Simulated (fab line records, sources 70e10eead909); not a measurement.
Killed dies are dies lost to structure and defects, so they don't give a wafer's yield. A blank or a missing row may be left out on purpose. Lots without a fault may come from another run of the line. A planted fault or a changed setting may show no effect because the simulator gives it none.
Chamber matching | flow nand_harc | NHARC_P_M2_DEP_33 on pecvd-01: 3 sister chambers
The step deposits SiCN, target thk 30 nm. 6 wafers are shown with their chamber, then 7 later ones without.

WAFERS WITH THEIR CHAMBER
wafer  | chamber | heater_power_w (W)
L079.4 | 0       | 591
L079.6 | 1       | 661
L083.3 | 1       | 551
L083.5 | 2       | 497
L084.1 | 0       | 602
L084.2 | 2       | 512

WAFERS WITHOUT THEIR CHAMBER
wafer  | heater_power_w (W)
L084.4 | 601
L089.1 | 540
L089.5 | 545
L089.6 | 588
L090.1 | 616
L090.2 | 497
L090.3 | 586

WHICH CHAMBER EACH WENT THROUGH
wafer  | from the rows above          | in truth
L084.4 | can't be placed: 0 or 1      | 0
L089.1 | can't be placed: 2 or 0 or 1 | 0
L089.5 | can't be placed: 2 or 0 or 1 | 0
L089.6 | can't be placed: 0 or 1 or 2 | 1
L090.1 | can't be placed: 1 or 0      | 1
L090.2 | 2                            | 2
L090.3 | can't be placed: 0 or 1 or 2 | 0
Placed correctly: 1 of 7. Can't be placed from these rows: 6 (the true chamber is among the candidates in 6). Placed wrongly: 0.
How it was worked out, from the rows above alone: a wafer's distance from a chamber is the root of the sum, over the readings, of the square of ((its reading less the chamber's mean) divided by the reading's scatter). The wafer belongs to the nearest chamber; if the next one is less than 2 further off, it can't be placed. A chamber's mean is the mean of its shown wafers. The scatter: the root of (the sum of the squares of (reading less its chamber's mean) over the shown wafers, divided by (wafers less chambers)).
